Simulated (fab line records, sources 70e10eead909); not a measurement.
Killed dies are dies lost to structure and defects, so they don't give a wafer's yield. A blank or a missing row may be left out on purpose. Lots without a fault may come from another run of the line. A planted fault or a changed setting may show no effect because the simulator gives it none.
fab line records | flow nand_harc
record lots=6 wafers=18 last_day=24
route steps=1159 shown A_STAIRCASE@521 END@1159
lots that met no fault: from a run of the same line without faults
start_h: hours from the record's first day to the start of the lot's first wafer shown | wait_h: hours since the lot's step before | " the same as in the row above | L1.1+2: a row that stands for several wafers | - no value, or no start given | * or withheld: withheld | < > ~ a bound
route shown NAME@n: a module of which the file shows steps, and the number in the route of the first | usual: mean/standard deviation of fault-free wafers | same: alike in all rows | chamber/n: place in a boat | sites: the reading at each site | _std_site: their standard deviation | _edge_site: outer sites' mean less inner sites' | radius_mm: how far each site lies from the wafer's centre | mask NAME#n: copy n | behind: the tool/chamber that last shaped the wafer | hold: why the lot was held/for how many hours/how that ended | device: the transistor (n, p or np) that didn't switch | end of line: the same wafers' tests at the end of the route | a step without rows: its recipe alone | killed: dies lost to structure and defects at the first sort, not the wafer's yield | map: a wafer's dies, x killed, . not, _ none there
set.NAME: the setting as run; set.NAME@STEP: as run at that earlier step | model.NAME: the simulator's own value behind a step, which no gauge read
lots at some steps of the route; a table a step, a row a wafer
services: from which hour (start_h, from the record's first day; less than 0 if before it) a tool's chamber was out of use, for how many hours, and why
## steps
# step NHARC_A_STAIRCASE_HMDS_159
# recipe time_s=30
# step NHARC_A_STAIRCASE_COAT_160
# recipe spin_rpm=1200
# step NHARC_A_STAIRCASE_SOFTBAKE_161
# recipe temp_c=135 time_s=170
# step NHARC_A_STAIRCASE_EBR_162
# step NHARC_A_STAIRCASE_EXPOSE_163
# recipe na=0.5 dose_mj=20.01 mask_id=STAIR_OPEN
# step NHARC_A_STAIRCASE_PEB_164
# recipe peb_temp_c=115 peb_time_s=130
# step NHARC_A_STAIRCASE_DEVELOP_165
# recipe time_s=140
# step NHARC_A_STAIRCASE_HARDBAKE_167
# recipe temp_c=120 time_s=140
# step NHARC_A_STAIRCASE_DESCUM_168
# recipe time_s=3 o2_flow_sccm=200 ar_flow_sccm=0 bias_power_w=0 chemistry=O2
# usual drypump_motor_current_A=5.6/0.47 oes_product_au=1.004/0.0099 rf_vpp_V=57.8/0.89 showerhead_plenum_p_Torr=1.93/0.096 throttle_valve_pct=11.312/0.01
# columns lot.wafer tool chamber start_h wait_h drypump_motor_current_A oes_product_au rf_hours_counter_h rf_vpp_V showerhead_plenum_p_Torr throttle_valve_pct
L257.4 rie_diel-03 0 244.84 - 5.8 0.986 8 57.0 1.95 11.304
L257.2 " 1 " " 4.7 1.016 6 58.6 2.01 11.304
L257.6 " 3 " " 5.3 0.983 - 57.2 1.80 11.339
L260.3 rie_diel-09 2 265.28 - 5.6 1.004 2 57.7 1.98 11.327
L260.4 " 3 " " 5.6 1.002 2 58.6 2.02 11.317
L260.1 " 0 " " 6.4 0.989 1 58.4 1.97 11.309
L263.3 rie_diel-09 2 272.27 - 5.6 1.000 4 57.0 1.98 11.314
L263.1 " 3 " " 5.6 1.000 4 57.8 2.02 11.320
L263.5 " 1 " " 5.0 1.017 - 56.9 1.79 11.304
L272.3 rie_diel-04 3 334.74 - 6.3 1.004 12 58.1 2.07 11.308
L272.1 " 1 " " 5.1 1.015 9 56.3 1.82 11.304
L272.5 " 2 " " 5.7 1.007 - 57.8 1.95 11.326
L273.4 rie_diel-04 1 334.94 - 5.1 1.012 9 55.6 1.81 11.295
L273.3 " 2 " " 5.7 1.013 10 58.2 1.95 11.304
L273.6 " 3 " " 6.3 1.000 - 57.9 2.07 11.302
L278.4 rie_diel-04 3 354.41 - 6.2 0.999 21 59.1 2.07 11.296
L278.2 " 1 " " 5.1 1.017 18 56.6 1.81 11.316
L278.6 " 3 " " 6.2 0.999 - 58.7 2.07 11.306
# step NHARC_A_STAIRCASE_ETCH_169
# recipe target_depth_a=500 time_s=107.1 ion_energy_ev=120 ch3f_flow_sccm=50 o2_flow_sccm=30 ar_flow_sccm=200 rf_w=500 bias_w=100 chemistry=CH3F/O2
# usual drypump_motor_current_A=5.6/0.48 oes_product_au=0.954/0.019 rf_vpp_V=244.5/1.7 showerhead_plenum_p_Torr=2.47/0.12 throttle_valve_pct=20.662/0.0084
# columns lot.wafer tool chamber start_h wait_h drypump_motor_current_A oes_product_au rf_hours_counter_h rf_vpp_V showerhead_plenum_p_Torr throttle_valve_pct
L257.4 rie_diel-03 0 245.09 0.2 5.8 0.926 9 243.6 2.51 20.652
L257.2 " 2 " " 5.2 0.973 7 247.3 2.63 20.638
L257.6 " 0 " " 5.7 0.934 - 243.5 2.51 20.671
L260.4 rie_diel-09 3 265.58 0.3 5.6 0.941 2 246.1 2.59 20.660
L260.3 " 1 " " 5.0 0.957 1 244.5 2.31 20.682
L260.1 " 2 " " 5.7 0.942 2 245.4 2.54 20.665
L263.3 rie_diel-09 2 272.35 0.1 5.6 0.967 4 246.0 2.54 20.648
L263.1 " 3 " " 5.6 0.971 4 245.1 2.59 20.662
L263.5 " 2 " " 5.6 0.962 - 245.9 2.54 20.667
L272.3 rie_diel-04 1 334.83 0.1 5.1 0.987 9 241.6 2.34 20.655
L272.1 " 2 " " 5.7 0.972 10 246.2 2.51 20.684
L272.5 " 0 " " 5.7 0.978 - 243.8 2.39 20.666
L273.4 rie_diel-04 0 335.05 0.1 5.7 0.942 11 243.0 2.39 20.664
L273.3 " 3 " " 6.2 0.950 12 247.1 2.66 20.672
L273.6 " 1 " " 5.1 0.960 - 242.4 2.34 20.665
L278.4 rie_diel-04 2 354.60 0.2 5.7 0.964 20 245.0 2.50 20.659
L278.2 " 3 " " 6.2 0.955 21 247.3 2.65 20.652
L278.6 " 2 " " 5.7 0.960 - 244.7 2.50 20.674
# step NHARC_A_STAIRCASE_ETCH_170
# recipe target_depth_a=2000 time_s=66.667 ion_energy_ev=250 c4f6_flow_sccm=25 o2_flow_sccm=20 ar_flow_sccm=500 rf_w=600 bias_w=500 chemistry=C4F6/O2
# usual drypump_motor_current_A=5.6/0.47 oes_product_au=0.974/0.014 rf_vpp_V=547/3.7 showerhead_plenum_p_Torr=3.95/0.18 throttle_valve_pct=26.902/0.0092
# columns lot.wafer tool chamber start_h wait_h drypump_motor_current_A oes_product_au rf_hours_counter_h rf_vpp_V showerhead_plenum_p_Torr throttle_valve_pct
L257.2 rie_diel-03 0 - - 5.8 0.955 9 548 4.00 26.903
L257.4 " 2 " " 5.2 0.980 7 551 4.18 26.899
L257.6 " 0 " " 5.8 0.945 - 549 4.00 26.902
L260.4 rie_diel-09 2 - - 5.6 0.965 2 550 4.04 26.887
L260.3 " 3 " " 5.6 0.964 2 551 4.12 26.904
L260.1 " 0 " " 6.4 0.958 2 550 4.02 26.913
L263.1 rie_diel-09 2 - - 5.6 0.983 4 549 4.04 26.913
L263.3 " 3 " " 5.6 0.975 4 551 4.12 26.903
L263.5 " 0 " " 6.4 0.971 - 549 4.02 26.930
L272.1 rie_diel-04 2 - - 5.7 0.993 10 548 4.00 26.900
L272.3 " 0 " " 5.7 0.987 11 544 3.82 26.889
L272.5 " 3 " " 6.3 0.991 - 552 4.22 26.906
L273.4 rie_diel-04 1 - - 5.2 0.990 9 544 3.74 26.904
L273.3 " 2 " " 5.7 0.990 11 548 4.00 26.907
L273.6 " 0 " " 5.7 0.980 - 546 3.82 26.912
L278.4 rie_diel-04 0 - - 5.7 0.964 19 545 3.82 26.902
L278.2 " 3 " " 6.3 0.966 22 553 4.21 26.891
L278.6 " 0 " " 5.7 0.964 - 543 3.82 26.919
# step NHARC_A_STAIRCASE_STRIP_171
# recipe power_w=1500 temp_c=250 chemistry=O2
# usual drypump_motor_current_A=5.99/0.24 heater_power_w=349/22
# columns lot.wafer tool chamber start_h wait_h drypump_motor_current_A heater_power_w rf_hours_counter_h
L257.2 plasma_asher-01 0 245.37 - 5.84 346 47
L257.4 " 0 " " 5.82 331 -
L257.6 " 0 " " 5.79 332 -
L260.1 plasma_asher-01 1 266.01 - 6.28 358 55
L260.4 " 0 " " 5.90 339 -
L260.3 " 1 " " 6.30 349 -
L263.1 plasma_asher-01 1 272.57 - 6.32 351 57
L263.3 " 1 " " 6.27 345 -
L263.5 " 0 " " 5.84 338 -
L272.1 plasma_asher-01 0 335.09 - - - -
L272.3 " 1 " " - - -
L272.5 " 0 " " - - -
L273.3 plasma_asher-01 1 335.47 - - - -
L273.4 " 0 " " - - -
L273.6 " 1 " " - - -
L278.2 plasma_asher-01 1 354.87 - 6.27 349 21
L278.4 " 1 " " 6.28 343 -
L278.6 " 0 " " 5.87 344 -
# step NHARC_A_STAIRCASE_STRIP_172
# recipe time_s=900 temp_c=130 chemistry=SPM
# step NHARC_END_SORT_01
# recipe temp_c=25
# usual killed_at_array=24/8.8 killed_at_other=0.7/0.99 killed_at_periphery=3.5/2.6 killed_dies=28/9.3 killed_open=3.2/1.7 killed_short=1.7/1.4
# same gross_dies=677
# columns lot.wafer tool chamber start_h wait_h killed_at_array killed_at_other killed_at_periphery killed_dies killed_open killed_short
L263.1 prober-01 0 486.90 2.5 15 2 3 20 2 3
L263.3 prober-01 0 488.52 3.1 22 0 3 25 5 3
L263.5 prober-01 0 490.13 3.7 8 1 1 10 1 2
L272.1 prober-02 0 554.43 2.5 11 0 2 13 3 3
L272.3 prober-02 0 556.02 3.1 7 2 2 11 2 2
L272.5 prober-02 0 557.62 3.7 9 0 2 11 6 2
L273.3 prober-02 0 563.85 3.1 44 4 1 49 5 1
L273.4 prober-02 0 564.64 3.4 35 3 6 44 2 5
L273.6 prober-02 0 566.23 4.0 35 1 3 39 3 3
# killed by level:class
L263.1 A_CONTACT:chamber_film_flake=6 A_CHANNEL_HOLE_D1:chamber_film_flake=5 A_STAIRCASE:chamber_film_flake=2 P_CONTACT:geometric_particle:open=1 P_M0:geometric_particle:short=1 A_BLC:geometric_particle:short=1 A_M0:geometric_particle:open=1 P_GATE:chamber_film_flake=1
L263.3 A_CONTACT:chamber_film_flake=9 A_CHANNEL_HOLE_D1:chamber_film_flake=5 A_ONON_D1:geometric_particle:open=2 A_STAIRCASE:chamber_film_flake=2 P_M0:geometric_particle:short=1 P_M0:geometric_particle:open=1 A_ONON_D1:geometric_particle:short=1 A_CHANNEL_HOLE_D1:geometric_particle:open=1
L263.5 A_CHANNEL_HOLE_D1:chamber_film_flake=3 A_ONON_D1:geometric_particle:short=2 A_CONTACT:chamber_film_flake=2 A_M1:geometric_particle:open=1 P_GATE:chamber_film_flake=1 THIN_TSV:chamber_film_flake=1
L272.1 A_CHANNEL_HOLE_D1:chamber_film_flake=3 P_M0:geometric_particle:open=1 A_SOURCE_PLATE:geometric_particle:open=1 A_CHANNEL_HOLE_D1:geometric_particle:short=1 A_SGD_CUT:geometric_particle:short=1 A_BLC:geometric_particle:short=1 A_M0:geometric_particle:open=1 P_GATE:chamber_film_flake=1
L272.3 A_CHANNEL_HOLE_D1:chamber_film_flake=4 A_STAIRCASE:chamber_film_flake=2 P_ZERO_WELL:geometric_particle:short=1 P_STI:geometric_particle:short=1 A_CHANNEL_HOLE_D1:geometric_particle:open=1 STARTING-WAFER:geometric_particle:open=1 THIN_TSV:chamber_film_flake=1
L272.5 A_CONTACT:chamber_film_flake=2 P_CONTACT:geometric_particle:open=1 P_M1:geometric_particle:open=1 A_SOURCE_PLATE:geometric_particle:open=1 A_ONON_D1:geometric_particle:short=1 A_ONON_D1:geometric_particle:open=1 A_WL_FILL:geometric_particle:open=1 A_WL_FILL:geometric_particle:short=1
L273.3 A_CHANNEL_HOLE_D1:chamber_film_flake=22 A_SLIT:chamber_film_flake=10 THIN_TSV:chamber_film_flake=4 A_STAIRCASE:chamber_film_flake=3 A_CHANNEL_FILL_D1:geometric_particle:open=2 A_CONTACT:geometric_particle:open=2 A_M0:chamber_film_flake=2 P_M2:geometric_particle:open=1
L273.4 A_CHANNEL_HOLE_D1:chamber_film_flake=15 A_SLIT:chamber_film_flake=13 THIN_TSV:chamber_film_flake=3 A_M0:geometric_particle:short=2 P_GATE:chamber_film_flake=2 A_STAIRCASE:chamber_film_flake=2 P_CONTACT:geometric_particle:short=1 P_CONTACT:geometric_particle:open=1
L273.6 A_CHANNEL_HOLE_D1:chamber_film_flake=12 A_SLIT:chamber_film_flake=12 A_CHANNEL_FILL_D1:chamber_film_flake=2 A_M0:chamber_film_flake=2 P_M0:geometric_particle:short=1 A_CHANNEL_FILL_D1:geometric_particle:short=1 A_WL_FILL:geometric_particle:short=1 A_WL_FILL:geometric_particle:open=1
## services
# columns tool chamber start_h hours kind
rie_diel-04 1 221.44 12.1 repair
rie_diel-03 - 241.52 0.1 repair
rie_diel-04 0 243.56 - clean
rie_diel-04 1 243.56 - clean
rie_diel-04 2 243.56 - clean
rie_diel-04 3 243.56 - clean
rie_diel-09 - 254.10 9.0 pm
rie_diel-04 0 268.06 - clean
rie_diel-04 1 268.06 - clean
rie_diel-04 2 268.06 - clean
rie_diel-04 3 268.06 - clean
plasma_asher-01 - 276.36 9.0 pm
rie_diel-03 1 277.25 7.0 repair
rie_diel-04 - 289.15 9.0 pm
rie_diel-04 0 289.15 9.0 vent_cycle
rie_diel-04 1 289.15 9.0 vent_cycle
rie_diel-04 2 289.15 9.0 vent_cycle
rie_diel-04 3 289.15 9.0 vent_cycle
rie_diel-04 0 298.15 - clean
rie_diel-03 3 309.67 6.2 repair
rie_diel-03 1 312.57 18.9 repair
rie_diel-03 - 333.37 0.1 repair
rie_diel-09 1 339.50 1.9 repair
rie_diel-09 0 353.43 2.7 repair
## key
first_sign step=NHARC_A_STAIRCASE_STRIP_171 reading=tool_record direction=missing
effect none on later readings
met_at NHARC_A_STAIRCASE_STRIP_171
struck_wafers L272.1,L272.3,L272.5,L273.3,L273.4,L273.6
tester_left_out L272,L273
onset_between 272.57 335.09
fault kind=skipped_step_whole tool=plasma_asher-01 chamber=- onset_h=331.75 steps=NHARC_A_STAIRCASE_STRIP_171 scope=struck_lots_only
# tester_left_out: of these lots the tester's yield and bins aren't shown, on N5 and GAA mostly nor the transistor test; their killed dies are dies lost to structure and defects alone, not to doping, threshold or leakage, so they don't give the yield
